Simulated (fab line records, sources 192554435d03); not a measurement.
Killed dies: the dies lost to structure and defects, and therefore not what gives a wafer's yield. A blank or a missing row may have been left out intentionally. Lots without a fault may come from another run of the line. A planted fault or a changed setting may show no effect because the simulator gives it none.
fab line records :: flow n5-finfet
record
  lots=6
  wafers=18
  last-day=17
route steps=1938 shown HKMG_FIN@415
lots untouched by any fault: they come from a run of this same line in which no faults occurred
start-h: start of the lot's first displayed wafer, in hours after the record's first day :: wait-h: how many hours have passed since the lot's step before this one :: " identical to the entry in the row above :: L1.1+2: a row that stands for several wafers :: - either no value or no given start :: * or withheld: withheld :: < > ~ a bound
route shown NAME@n: NAME is a module with steps in the file, n the number in the route of the first one :: usual: the fault-free wafers' mean and standard deviation :: same: alike in all rows :: chamber/n: place in a boat :: sites: the reading at each site :: _std_site: standard deviation across them :: _edge_site: inner sites' mean taken away from outer sites' mean :: radius-mm: how far each site lies from the wafer's centre :: mask NAME#n: copy n :: behind: tool/chamber where the wafer was last shaped :: hold: why the lot was held/for how many hours/how that ended :: device: names the non-switching transistor (n, p or np) :: end of line: the route-end tests of the same wafers :: for a step that has no rows: nothing shown but its recipe :: killed: at the first sort, the dies lost to defects and structure; wafer yield is something else :: map: a wafer's dies, marking killed ones x, the rest . and places with no die _
set.NAME: the setting the step ran with; set.NAME@STEP: the setting that earlier step ran with :: model.NAME: the simulator's own value behind a step, which no gauge read
a table for each step, a row for each wafer; lots at some steps of the route
services: a tool's chamber out of use, with start hour (start-h, from the record's first day; less than 0 if before it), hours out, and reason
## steps
# step N5_HKMG_FIN_PRECLEAN_64
# recipe
  chemistry=dHF
  time-s=30
  temp-c=25
  dilution=withheld
# step N5_HKMG_FIN_WET_ETCH_65
# recipe
  chemistry=TMAH
  temp-c=70
  conc-wt-pct=5
  target=a-Si
  stop-on=TiN
  time-s=49
  target-depth-nm=3
# step N5_HKMG_FIN_WET_ETCH_81
# recipe
  chemistry=SC1
  target=TiN
  stop-on=HfO2
  mix=1:1:5
  temp-c=60
  time-s=57
  target-depth-nm=6
# step N5_HKMG_FIN_WET_ETCH_82
# recipe
  chemistry=dHCl
  mix=1:10000
  temp-c=25
  target=La2O3
  stop-on=HfO2
  target-depth-nm=2
  dry=ipa-marangoni
  rinse-time-s=30
  rinse-temp-c=23
# step N5_HKMG_FIN_ALD_36
# recipe
  material=TiN
  target-thk-a=10
  temp-c=400
  ald-precursor-family=TiCl4
  ald-co-reactant=NH3
  pulse-time-s=1
  purge-time-s=3
  co-reactant-purge-time-s=2
  co-reactant-pulse-time-s=2
  ald-cycles=47
  pressure-torr=3
# usual
  heater-power-w=868/80
  precursor-pulse-height-rel=0.997/0.02
  susceptor-temp-C=400.00/0.2
lot.wafer: L416.1
tool: ald-metal-04
chamber: 2
start-h: 72.64
wait-h: 0.0
heater-power-w: 810
precursor-pulse-height-rel: 0.987
susceptor-temp-C: 399.76

lot.wafer: L416.4
tool: ald-metal-04
chamber: 1
start-h: 72.64
wait-h: 0.0
heater-power-w: 933
precursor-pulse-height-rel: 1.029
susceptor-temp-C: 399.95

lot.wafer: L416.6
tool: ald-metal-04
chamber: 2
start-h: 72.64
wait-h: 0.0
heater-power-w: 833
precursor-pulse-height-rel: 0.990
susceptor-temp-C: 399.98

lot.wafer: L421.2
tool: ald-metal-01
chamber: 0
start-h: 102.55
wait-h: 0.0
heater-power-w: 948
precursor-pulse-height-rel: 0.986
susceptor-temp-C: 400.07

lot.wafer: L421.3
tool: ald-metal-01
chamber: 3
start-h: 102.55
wait-h: 0.0
heater-power-w: 802
precursor-pulse-height-rel: 0.999
susceptor-temp-C: 400.29

lot.wafer: L421.6
tool: ald-metal-01
chamber: 0
start-h: 102.55
wait-h: 0.0
heater-power-w: 933
precursor-pulse-height-rel: 1.004
susceptor-temp-C: 399.69

lot.wafer: L426.1
tool: ald-metal-04
chamber: 1
start-h: 135.22
wait-h: 0.0
heater-power-w: 900
precursor-pulse-height-rel: 0.988
susceptor-temp-C: 400.34

lot.wafer: L426.4
tool: ald-metal-04
chamber: 3
start-h: 135.22
wait-h: 0.0
heater-power-w: 801
precursor-pulse-height-rel: 1.014
susceptor-temp-C: 399.98

lot.wafer: L426.5
tool: ald-metal-04
chamber: 1
start-h: 135.22
wait-h: 0.0
heater-power-w: 866
precursor-pulse-height-rel: 1.011
susceptor-temp-C: 400.27

lot.wafer: L427.4
tool: ald-metal-03
chamber: 1
start-h: 139.33
wait-h: 0.0
heater-power-w: 844
precursor-pulse-height-rel: 0.995
susceptor-temp-C: 399.95

lot.wafer: L427.5
tool: ald-metal-03
chamber: 2
start-h: 139.33
wait-h: 0.0
heater-power-w: 657
precursor-pulse-height-rel: 0.973
susceptor-temp-C: 399.77

lot.wafer: L427.6
tool: ald-metal-03
chamber: 1
start-h: 139.33
wait-h: 0.0
heater-power-w: 850
precursor-pulse-height-rel: 1.045
susceptor-temp-C: 399.76

lot.wafer: L428.1
tool: ald-metal-04
chamber: 0
start-h: 149.15
wait-h: 0.0
heater-power-w: 1049
precursor-pulse-height-rel: 1.009
susceptor-temp-C: 399.81

lot.wafer: L428.2
tool: ald-metal-04
chamber: 3
start-h: 149.15
wait-h: 0.0
heater-power-w: 824
precursor-pulse-height-rel: 0.996
susceptor-temp-C: 400.31

lot.wafer: L428.4
tool: ald-metal-04
chamber: 3
start-h: 149.15
wait-h: 0.0
heater-power-w: 815
precursor-pulse-height-rel: 0.991
susceptor-temp-C: 400.06

lot.wafer: L437.2
tool: ald-metal-04
chamber: 1
start-h: 198.98
wait-h: 0.0
heater-power-w: 910
precursor-pulse-height-rel: 0.992
susceptor-temp-C: 400.03

lot.wafer: L437.4
tool: ald-metal-04
chamber: 2
start-h: 198.98
wait-h: 0.0
heater-power-w: 818
precursor-pulse-height-rel: 0.968
susceptor-temp-C: 399.88

lot.wafer: L437.5
tool: ald-metal-04
chamber: 3
start-h: 198.98
wait-h: 0.0
heater-power-w: 824
precursor-pulse-height-rel: 1.015
susceptor-temp-C: 400.24
# step N5_HKMG_FIN_THK_MEAS_70
# recipe
  thk-meas-gauge=xrf
  reads=HfO2_of_HKMG_FIN_HK_ALD_01
# usual
  HK_THK=1.587/0.021
lot.wafer: L416.1
tool: film-metro-02
chamber: -
start-h: 72.92
wait-h: 0.2
HK_THK[nm]: 1.615

lot.wafer: L416.4
tool: film-metro-02
chamber: -
start-h: 72.92
wait-h: 0.2
HK_THK[nm]: 1.608

lot.wafer: L416.6
tool: film-metro-02
chamber: -
start-h: 72.92
wait-h: 0.2
HK_THK[nm]: 1.577

lot.wafer: L421.2
tool: film-metro-02
chamber: -
start-h: 102.84
wait-h: 0.2
HK_THK[nm]: 1.579

lot.wafer: L421.3
tool: film-metro-02
chamber: -
start-h: 102.84
wait-h: 0.2
HK_THK[nm]: 1.642

lot.wafer: L421.6
tool: film-metro-02
chamber: -
start-h: 102.84
wait-h: 0.2
HK_THK[nm]: 1.562

lot.wafer: L426.1
tool: film-metro-02
chamber: -
start-h: 135.50
wait-h: 0.2
HK_THK[nm]: 1.596

lot.wafer: L426.4
tool: film-metro-02
chamber: -
start-h: 135.50
wait-h: 0.2
HK_THK[nm]: 1.587

lot.wafer: L426.5
tool: film-metro-02
chamber: -
start-h: 135.50
wait-h: 0.2
HK_THK[nm]: 1.615

lot.wafer: L427.4
tool: film-metro-02
chamber: -
start-h: 139.61
wait-h: 0.2
HK_THK[nm]: 1.583

lot.wafer: L427.5
tool: film-metro-02
chamber: -
start-h: 139.61
wait-h: 0.2
HK_THK[nm]: 1.572

lot.wafer: L427.6
tool: film-metro-02
chamber: -
start-h: 139.61
wait-h: 0.2
HK_THK[nm]: 1.611

lot.wafer: L428.1
tool: film-metro-01
chamber: -
start-h: 149.43
wait-h: 0.2
HK_THK[nm]: 1.567

lot.wafer: L428.2
tool: film-metro-01
chamber: -
start-h: 149.43
wait-h: 0.2
HK_THK[nm]: 1.568

lot.wafer: L428.4
tool: film-metro-01
chamber: -
start-h: 149.43
wait-h: 0.2
HK_THK[nm]: 1.553

lot.wafer: L437.2
tool: film-metro-01
chamber: -
start-h: 199.26
wait-h: 0.2
HK_THK[nm]: 1.573

lot.wafer: L437.4
tool: film-metro-01
chamber: -
start-h: 199.26
wait-h: 0.2
HK_THK[nm]: 1.556

lot.wafer: L437.5
tool: film-metro-01
chamber: -
start-h: 199.26
wait-h: 0.2
HK_THK[nm]: 1.565
# step N5_HKMG_FIN_PWFM_ALD_03
# recipe
  material=TiN
  target-thk-a=20
  temp-c=400
  ald-precursor-family=TiCl4
  ald-co-reactant=NH3
  pulse-time-s=1
  purge-time-s=3
  co-reactant-purge-time-s=2
  co-reactant-pulse-time-s=2
  ald-cycles=91
  pressure-torr=3
# usual
  heater-power-w=869/79
  precursor-pulse-height-rel=1.000/0.019
  susceptor-temp-C=399.98/0.21
lot.wafer: L416.1
tool: ald-metal-03
chamber: 3
start-h: 72.96
wait-h: 0.0
heater-power-w: 973
precursor-pulse-height-rel: 0.969
susceptor-temp-C: 399.81

lot.wafer: L416.4
tool: ald-metal-03
chamber: 1
start-h: 72.96
wait-h: 0.0
heater-power-w: 865
precursor-pulse-height-rel: 0.965
susceptor-temp-C: 399.88

lot.wafer: L416.6
tool: ald-metal-03
chamber: 1
start-h: 72.96
wait-h: 0.0
heater-power-w: 852
precursor-pulse-height-rel: 0.999
susceptor-temp-C: 399.57

lot.wafer: L421.2
tool: ald-metal-04
chamber: 1
start-h: 102.87
wait-h: 0.0
heater-power-w: 891
precursor-pulse-height-rel: 1.023
susceptor-temp-C: 400.07

lot.wafer: L421.3
tool: ald-metal-04
chamber: 2
start-h: 102.87
wait-h: 0.0
heater-power-w: 821
precursor-pulse-height-rel: 1.021
susceptor-temp-C: 399.96

lot.wafer: L421.6
tool: ald-metal-04
chamber: 0
start-h: 102.87
wait-h: 0.0
heater-power-w: 998
precursor-pulse-height-rel: 1.002
susceptor-temp-C: 400.05

lot.wafer: L426.1
tool: ald-metal-03
chamber: 0
start-h: 135.53
wait-h: 0.0
heater-power-w: 849
precursor-pulse-height-rel: 0.993
susceptor-temp-C: 399.94

lot.wafer: L426.4
tool: ald-metal-03
chamber: 3
start-h: 135.53
wait-h: 0.0
heater-power-w: 959
precursor-pulse-height-rel: 0.976
susceptor-temp-C: 399.67

lot.wafer: L426.5
tool: ald-metal-03
chamber: 0
start-h: 135.53
wait-h: 0.0
heater-power-w: 858
precursor-pulse-height-rel: 1.002
susceptor-temp-C: 400.43

lot.wafer: L427.4
tool: ald-metal-04
chamber: 3
start-h: 139.65
wait-h: 0.0
heater-power-w: 818
precursor-pulse-height-rel: 1.023
susceptor-temp-C: 399.71

lot.wafer: L427.5
tool: ald-metal-04
chamber: 0
start-h: 139.65
wait-h: 0.0
heater-power-w: 1023
precursor-pulse-height-rel: 0.999
susceptor-temp-C: 400.15

lot.wafer: L427.6
tool: ald-metal-04
chamber: 1
start-h: 139.65
wait-h: 0.0
heater-power-w: 884
precursor-pulse-height-rel: 0.998
susceptor-temp-C: 400.30

lot.wafer: L428.1
tool: ald-metal-01
chamber: 2
start-h: 149.47
wait-h: 0.0
heater-power-w: 889
precursor-pulse-height-rel: 1.003
susceptor-temp-C: 400.14

lot.wafer: L428.2
tool: ald-metal-01
chamber: 3
start-h: 149.47
wait-h: 0.0
heater-power-w: 781
precursor-pulse-height-rel: 1.019
susceptor-temp-C: 399.70

lot.wafer: L428.4
tool: ald-metal-01
chamber: 0
start-h: 149.47
wait-h: 0.0
heater-power-w: 975
precursor-pulse-height-rel: 1.011
susceptor-temp-C: 399.84

lot.wafer: L437.2
tool: ald-metal-04
chamber: 3
start-h: 199.30
wait-h: 0.0
heater-power-w: 823
precursor-pulse-height-rel: 1.011
susceptor-temp-C: 400.07

lot.wafer: L437.4
tool: ald-metal-04
chamber: 2
start-h: 199.30
wait-h: 0.0
heater-power-w: 820
precursor-pulse-height-rel: 1.004
susceptor-temp-C: 400.12

lot.wafer: L437.5
tool: ald-metal-04
chamber: 2
start-h: 199.30
wait-h: 0.0
heater-power-w: 848
precursor-pulse-height-rel: 0.988
susceptor-temp-C: 399.82
# step N5_HKMG_FIN_COAT_29
# recipe
  resist=SOC
  temp-c=250
  time-s=60
  spin-rpm=1500
  resist-thk-nm=300
# step N5_HKMG_FIN_COAT_30
# recipe
  resist=SiARC
  temp-c=220
  time-s=60
  spin-rpm=1500
  resist-thk-nm=35
# step N5_HKMG_FIN_COAT_06
# recipe
  resist=CAR-ArF
  spin-rpm=1500
  resist-thk-nm=90
# step N5_HKMG_FIN_EBR_08
# recipe
  solvent=PGMEA
  ebr-width-mm=1.5
# step N5_HKMG_FIN_SOFTBAKE_07
# recipe
  temp-c=110
  time-s=60
  resist=CAR-ArF
# step N5_HKMG_FIN_EXPOSE_09
# recipe
  mask-id=NWFM
  na=1.35
  source-shape=conventional
  sigma-outer=0.8
  polarization=unpolarized
  dose-mj=39.25
# usual
  exposure-dose-mJ-cm2=39.21/0.051
# same
  na=1.35
lot.wafer: L416.1
tool: arfi-scanner-01
chamber: 0
start-h: 73.67
wait-h: -
mask: NWFM#0
exposure-dose-mJ-cm2: 39.27

lot.wafer: L416.4
tool: arfi-scanner-01
chamber: 0
start-h: 73.67
wait-h: -
mask: NWFM#0
exposure-dose-mJ-cm2: 39.27

lot.wafer: L416.6
tool: arfi-scanner-01
chamber: 0
start-h: 73.67
wait-h: -
mask: NWFM#0
exposure-dose-mJ-cm2: 39.20

lot.wafer: L421.2
tool: arfi-scanner-02
chamber: 0
start-h: 103.47
wait-h: -
mask: NWFM#0
exposure-dose-mJ-cm2: 39.19

lot.wafer: L421.3
tool: arfi-scanner-02
chamber: 0
start-h: 103.47
wait-h: -
mask: NWFM#0
exposure-dose-mJ-cm2: 39.20

lot.wafer: L421.6
tool: arfi-scanner-02
chamber: 0
start-h: 103.47
wait-h: -
mask: NWFM#0
exposure-dose-mJ-cm2: 39.23

lot.wafer: L426.1
tool: arfi-scanner-02
chamber: 0
start-h: 136.25
wait-h: -
mask: NWFM#0
exposure-dose-mJ-cm2: 37.64

lot.wafer: L426.4
tool: arfi-scanner-02
chamber: 0
start-h: 136.25
wait-h: -
mask: NWFM#0
exposure-dose-mJ-cm2: 37.67

lot.wafer: L426.5
tool: arfi-scanner-02
chamber: 0
start-h: 136.25
wait-h: -
mask: NWFM#0
exposure-dose-mJ-cm2: 37.61

lot.wafer: L427.4
tool: arfi-scanner-02
chamber: 0
start-h: 140.25
wait-h: -
mask: NWFM#0
exposure-dose-mJ-cm2: 37.90

lot.wafer: L427.5
tool: arfi-scanner-02
chamber: 0
start-h: 140.25
wait-h: -
mask: NWFM#0
exposure-dose-mJ-cm2: 37.89

lot.wafer: L427.6
tool: arfi-scanner-02
chamber: 0
start-h: 140.25
wait-h: -
mask: NWFM#0
exposure-dose-mJ-cm2: 37.89

lot.wafer: L428.1
tool: arfi-scanner-03
chamber: 0
start-h: 150.18
wait-h: -
mask: NWFM#0
exposure-dose-mJ-cm2: 39.29

lot.wafer: L428.2
tool: arfi-scanner-03
chamber: 0
start-h: 150.18
wait-h: -
mask: NWFM#0
exposure-dose-mJ-cm2: 39.27

lot.wafer: L428.4
tool: arfi-scanner-03
chamber: 0
start-h: 150.18
wait-h: -
mask: NWFM#0
exposure-dose-mJ-cm2: 39.29

lot.wafer: L437.2
tool: arfi-scanner-03
chamber: 0
start-h: 199.89
wait-h: -
mask: NWFM#0
exposure-dose-mJ-cm2: 39.23

lot.wafer: L437.4
tool: arfi-scanner-03
chamber: 0
start-h: 199.89
wait-h: -
mask: NWFM#0
exposure-dose-mJ-cm2: 39.24

lot.wafer: L437.5
tool: arfi-scanner-03
chamber: 0
start-h: 199.89
wait-h: -
mask: NWFM#0
exposure-dose-mJ-cm2: 39.24
# step N5_HKMG_FIN_PEB_10
# recipe
  peb-temp-c=withheld
  peb-time-s=60
  resist=CAR-ArF
# step N5_HKMG_FIN_DEVELOP_11
# recipe
  develop-time-s=30
  developer=TMAH
  resist=CAR-ArF
  dev-temp-c=23
  rinse-liquid=diw
  dry=air-spin
# step N5_HKMG_FIN_CD_MEAS_12
# recipe
  target-cd-nm=92.8
  landing-energy-ev=500
  detector=se-inlens
# usual
  cd-nm=92.8/0.84
lot.wafer: L416.1
tool: cd-sem-02
chamber: 0
start-h: 73.80
wait-h: -
cd-nm: 92.6

lot.wafer: L416.4
tool: cd-sem-02
chamber: 0
start-h: 73.80
wait-h: -
cd-nm: 92.6

lot.wafer: L416.6
tool: cd-sem-02
chamber: 0
start-h: 73.80
wait-h: -
cd-nm: 92.4

lot.wafer: L421.2
tool: cd-sem-01
chamber: 0
start-h: 103.59
wait-h: -
cd-nm: 92.8

lot.wafer: L421.3
tool: cd-sem-01
chamber: 0
start-h: 103.59
wait-h: -
cd-nm: 93.9

lot.wafer: L421.6
tool: cd-sem-01
chamber: 0
start-h: 103.59
wait-h: -
cd-nm: 94.0

lot.wafer: L426.1
tool: cd-sem-02
chamber: 0
start-h: 136.37
wait-h: -
cd-nm: 89.0

lot.wafer: L426.4
tool: cd-sem-02
chamber: 0
start-h: 136.37
wait-h: -
cd-nm: 90.0

lot.wafer: L426.5
tool: cd-sem-02
chamber: 0
start-h: 136.37
wait-h: -
cd-nm: 89.1

lot.wafer: L427.4
tool: cd-sem-02
chamber: 0
start-h: 140.36
wait-h: -
cd-nm: 92.2

lot.wafer: L427.5
tool: cd-sem-02
chamber: 0
start-h: 140.36
wait-h: -
cd-nm: 91.1

lot.wafer: L427.6
tool: cd-sem-02
chamber: 0
start-h: 140.36
wait-h: -
cd-nm: 92.1

lot.wafer: L428.1
tool: cd-sem-02
chamber: 0
start-h: 150.31
wait-h: -
cd-nm: 93.0

lot.wafer: L428.2
tool: cd-sem-02
chamber: 0
start-h: 150.31
wait-h: -
cd-nm: 93.0

lot.wafer: L428.4
tool: cd-sem-02
chamber: 0
start-h: 150.31
wait-h: -
cd-nm: 92.3

lot.wafer: L437.2
tool: cd-sem-01
chamber: 0
start-h: 200.01
wait-h: -
cd-nm: 92.4

lot.wafer: L437.4
tool: cd-sem-01
chamber: 0
start-h: 200.01
wait-h: -
cd-nm: 91.8

lot.wafer: L437.5
tool: cd-sem-01
chamber: 0
start-h: 200.01
wait-h: -
cd-nm: 92.3
# step N5_HKMG_FIN_OVL_MEAS_13
# recipe
  points-per-wafer=44
# usual
  NWFM_OVL=-0.4/0.73
lot.wafer: L416.1
tool: overlay-02
chamber: 0
start-h: 73.83
wait-h: 0.0
NWFM_OVL[nm]: -0.1

lot.wafer: L416.4
tool: overlay-02
chamber: 0
start-h: 73.83
wait-h: 0.0
NWFM_OVL[nm]: 0.7

lot.wafer: L416.6
tool: overlay-02
chamber: 0
start-h: 73.83
wait-h: 0.0
NWFM_OVL[nm]: 0.3

lot.wafer: L421.2
tool: overlay-02
chamber: 0
start-h: 103.62
wait-h: 0.0
NWFM_OVL[nm]: -0.3

lot.wafer: L421.3
tool: overlay-02
chamber: 0
start-h: 103.62
wait-h: 0.0
NWFM_OVL[nm]: -0.8

lot.wafer: L421.6
tool: overlay-02
chamber: 0
start-h: 103.62
wait-h: 0.0
NWFM_OVL[nm]: -1.6

lot.wafer: L426.1
tool: overlay-02
chamber: 0
start-h: 136.40
wait-h: 0.0
NWFM_OVL[nm]: 1.4

lot.wafer: L426.4
tool: overlay-02
chamber: 0
start-h: 136.40
wait-h: 0.0
NWFM_OVL[nm]: 0.7

lot.wafer: L426.5
tool: overlay-02
chamber: 0
start-h: 136.40
wait-h: 0.0
NWFM_OVL[nm]: -0.1

lot.wafer: L427.4
tool: overlay-02
chamber: 0
start-h: 140.39
wait-h: 0.0
NWFM_OVL[nm]: 0.1

lot.wafer: L427.5
tool: overlay-02
chamber: 0
start-h: 140.39
wait-h: 0.0
NWFM_OVL[nm]: 0.7

lot.wafer: L427.6
tool: overlay-02
chamber: 0
start-h: 140.39
wait-h: 0.0
NWFM_OVL[nm]: 0.8

lot.wafer: L428.1
tool: overlay-02
chamber: 0
start-h: 150.34
wait-h: 0.0
NWFM_OVL[nm]: -0.1

lot.wafer: L428.2
tool: overlay-02
chamber: 0
start-h: 150.34
wait-h: 0.0
NWFM_OVL[nm]: -0.1

lot.wafer: L428.4
tool: overlay-02
chamber: 0
start-h: 150.34
wait-h: 0.0
NWFM_OVL[nm]: 0.4

lot.wafer: L437.2
tool: overlay-02
chamber: 0
start-h: 200.04
wait-h: 0.0
NWFM_OVL[nm]: -0.7

lot.wafer: L437.4
tool: overlay-02
chamber: 0
start-h: 200.04
wait-h: 0.0
NWFM_OVL[nm]: 0.5

lot.wafer: L437.5
tool: overlay-02
chamber: 0
start-h: 200.04
wait-h: 0.0
NWFM_OVL[nm]: 0.5
## services
tool: arfi-scanner-03
chamber: -
start-h: 51.68
hours: 11.7
kind: repair

tool: arfi-scanner-01
chamber: -
start-h: 68.06
hours: 0.8
kind: pm

tool: ald-metal-04
chamber: 0
start-h: 71.63
hours: 3.2
kind: repair

tool: arfi-scanner-03
chamber: -
start-h: 81.77
hours: 0.8
kind: pm

tool: arfi-scanner-03
chamber: -
start-h: 91.89
hours: 0.4
kind: repair

tool: arfi-scanner-02
chamber: -
start-h: 100.38
hours: 2.9
kind: repair

tool: arfi-scanner-02
chamber: -
start-h: 110.23
hours: 0.8
kind: pm

tool: arfi-scanner-03
chamber: -
start-h: 110.65
hours: 1.0
kind: pm

tool: arfi-scanner-01
chamber: -
start-h: 111.18
hours: 1.0
kind: pm

tool: arfi-scanner-03
chamber: -
start-h: 112.06
hours: 4.9
kind: pm

tool: arfi-scanner-02
chamber: -
start-h: 113.62
hours: 0.5
kind: repair

tool: arfi-scanner-02
chamber: -
start-h: 114.13
hours: 1.3
kind: pm

tool: arfi-scanner-01
chamber: -
start-h: 118.79
hours: 1.0
kind: pm

tool: arfi-scanner-01
chamber: -
start-h: 124.79
hours: 24.0
kind: pm

tool: ald-metal-01
chamber: -
start-h: 129.77
hours: 2.8
kind: pm

tool: ald-metal-04
chamber: 1
start-h: 148.48
hours: 2.5
kind: repair

tool: arfi-scanner-01
chamber: -
start-h: 148.79
hours: 1.3
kind: pm

tool: ald-metal-01
chamber: 0
start-h: 152.00
hours: 28.8
kind: repair

tool: arfi-scanner-03
chamber: -
start-h: 152.25
hours: 1.0
kind: pm

tool: arfi-scanner-03
chamber: -
start-h: 157.42
hours: 1.3
kind: pm

tool: arfi-scanner-01
chamber: -
start-h: 175.38
hours: 30.4
kind: repair

tool: arfi-scanner-02
chamber: -
start-h: 188.46
hours: 1.0
kind: pm

tool: ald-metal-01
chamber: -
start-h: 190.92
hours: 8.7
kind: pm

tool: arfi-scanner-02
chamber: -
start-h: 194.25
hours: 3.0
kind: pm
## key
first-sign
  step=N5_HKMG_FIN_EXPOSE_09
  reading=exposure-dose-mJ-cm2
  direction=down
  sigmas=28
  usual=39.21
  struck=37.77
effect
  step=N5_HKMG_FIN_CD_MEAS_12
  reading=cd-nm
  direction=down
  sigmas=2.6
  usual=92.8
  struck=90.6
  through=control-loop
met-at N5_HKMG_FIN_EXPOSE_09
struck-wafers L426.1,L426.4,L426.5,L427.4,L427.5,L427.6
tester-left-out L426,L427
loop-trim
  step=N5_HKMG_FIN_EXPOSE_09
  setting=dose
  lots=L427
onset-between 103.47 136.25
fault
  kind=process-parameter-drift
  tool=arfi-scanner-02
  chamber=-
  onset-h=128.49
  steps=N5_HKMG_FIN_EXPOSE_09
  channel=dose-mj
  offset=-1.6385
  shape=step
  acts-in=these-recipes-only
  stated=39.25
# tester-left-out: of these lots the tester's yield and bins aren't shown, on N5 and GAA mostly nor the transistor test; their killed dies are dies lost to structure and defects alone, not to doping, threshold or leakage, so they don't give the yield
# loop-trim: a control loop set the setting to another value than it would have without faults
